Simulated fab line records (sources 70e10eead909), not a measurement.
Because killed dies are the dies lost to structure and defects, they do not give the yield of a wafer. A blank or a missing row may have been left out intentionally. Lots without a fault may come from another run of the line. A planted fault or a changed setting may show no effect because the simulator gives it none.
Comparing a struck lot with a sound one ; flow nand_harc ; 15 out of 1159 route steps
Sound: wafers L904.2, L904.3, L904.6. Wafers struck: L910.1, L910.3, L910.6. The cause comes at the end.
Each step with rows lists, per side, the tool, then ch with its chambers, then its first start. Under that, the readings that differ: sound wafers ; struck wafers ; difference of the means ; sigmas: that difference in standard deviations of wafers without a fault.
alike: readings with means less than 2 such deviations apart, plus words and numbers identical on both sides. not compared: withheld readings, readings lacking a value on some wafer, bounds such as >300 that could conceal the same value, and numbers that have no deviation in the record and whose values overlap.
Wherever a step has rows on one side only, a row that says differs or no value, or a row with sigmas, the two part there. Numbers that don't overlap but have no deviation are shown without sigmas and don't part them. A reading that every wafer of one side lacks parts them only if that side has two wafers or more.

first, 5 steps without rows for these wafers: NHARC_P_M2_SOFTBAKE_04 (time 55 s); NHARC_P_M2_EBR_05; NHARC_P_M2_EXPOSE_06 (exposes mask P M2, target cd 170 nm); NHARC_P_M2_PEB_07 (peb time 65 s); NHARC_P_M2_DEVELOP_08 (develop time 35 s).
NHARC_P_M2_CD_MEAS_09: target cd 170 nm.
  sound on cd_sem-01 ch 0, day 7 02:10; struck on cd_sem-03 ch 0, day 8 18:31
reading;sound;struck;difference;sigmas
cd_nm (nm);170.2 171.1 171.0;170.0 170.0 169.3;-1.0;-2
NHARC_P_M2_OVL_MEAS_10: pitch 340 nm.
  sound on overlay-01 at day 7 02:16; struck on overlay-01 at day 8 18:35
  alike: overlay_x_nm, overlay_y_nm
NHARC_P_M2_INSPECT_11:
  sound on defect_inspect-02 at day 7 02:17; struck on defect_inspect-02 at day 8 18:38
  alike: raw_defect_count
NHARC_P_M2_DESCUM_14: chemistry O2, time 3 s.
  sound on rie_diel-08 ch 0,1,2, day 7 02:22; struck on rie_diel-05 ch 2,3, day 8 18:41
  alike: drypump_motor_current_A, mfc_ar_sccm, oes_product_au, rf_vpp_V, showerhead_plenum_p_Torr, throttle_valve_pct
  not compared: rf_hours_counter_h
NHARC_P_M2_ETCH_35: etches the open film in N2/H2, target depth 40 nm, overetch 12 nm, time 43.94 s.
  sound on rie_diel-08 ch 0,3, day 7 02:26; struck on rie_diel-05 ch 2,3, day 8 18:47
  alike: drypump_motor_current_A, mfc_ar_sccm, oes_product_au, rf_vpp_V, showerhead_plenum_p_Torr, throttle_valve_pct
  not compared: rf_hours_counter_h
NHARC_P_M2_ETCH_15: etches the open film in C4F8/Ar, target depth 182.5 nm, time 91.2 s.
  sound on rie_diel-08 ch 0,1,3; struck on rie_diel-05 ch 1,3
reading;sound;struck;difference;sigmas
rf_vpp_V (V);438.8 437.6 442.5;443.0 444.4 443.7;+4.1;+2
  alike: oes_product_au
  not compared: rf_hours_counter_h
NHARC_P_M2_CD_MEAS_16:
  sound on cd_sem-03 at day 7 02:40; struck on cd_sem-01 at day 8 19:02
  alike: cd_nm
NHARC_P_M2_STRIP_18: strips in N2/H2.
  sound on rie_diel-05 ch 1,2, day 7 02:44; struck on rie_diel-10 ch 0,2,3, day 8 19:10
  no value came back on the struck wafers for any of 8 readings (bias_w (W), chamber_pressure_mTorr (mTorr) and others); on the sound wafers bias_w (W) reads 0 0 0
  not compared: rf_hours_counter_h
NHARC_P_M2_ETCH_28: etches the open film in CF4/N2, target depth 30 nm, time 72.99 s.
  sound on rie_diel-05 ch 1,2,3; struck on rie_diel-10 ch 1,3, day 8 19:22
  alike: drypump_motor_current_A, mfc_ar_sccm, oes_product_au, rf_vpp_V, showerhead_plenum_p_Torr, throttle_valve_pct
  not compared: rf_hours_counter_h
-- record jumps: 13 days between struck wafers' starts before vs after; left off in module P_M2, resumes in module END, first step shown is number 1159 of the route --
NHARC_END_SORT_01:
  sound on prober-01 ch 0, day 20 10:43; struck on prober-01 ch 0, day 22 06:23
reading;sound;struck;difference;sigmas
defect_limited_yield (%);96.0 94.8 96.2;4.6 5.8 4.7;-90.6;-65
killed_at_periphery;2 7 2;637 628 629;+628;+99 or more
killed_dies;27 35 26;646 638 645;+614;+63
sort_bin_2_pct (%);1.0 1.3 1.3;93.6 93.2 93.1;+92.1;+99 or more
sort_n_pass;650 642 651;31 39 32;-614;-63
sort_rim_yield_pct (%);97.2 92.5 96.2;12.3 13.2 11.3;-83.0;-28
sort_yield_pct (%);96.0 94.8 96.2;4.6 5.8 4.7;-90.6;-65
  alike: killed_at_array, killed_at_other, killed_open, killed_short, sort_bin_3_pct, sort_bin_4_pct

== WHERE THEY PART ==
At NHARC_P_M2_CD_MEAS_09 first; at NHARC_END_SORT_01 last (within this record only).

WHY: what the simulator had put in
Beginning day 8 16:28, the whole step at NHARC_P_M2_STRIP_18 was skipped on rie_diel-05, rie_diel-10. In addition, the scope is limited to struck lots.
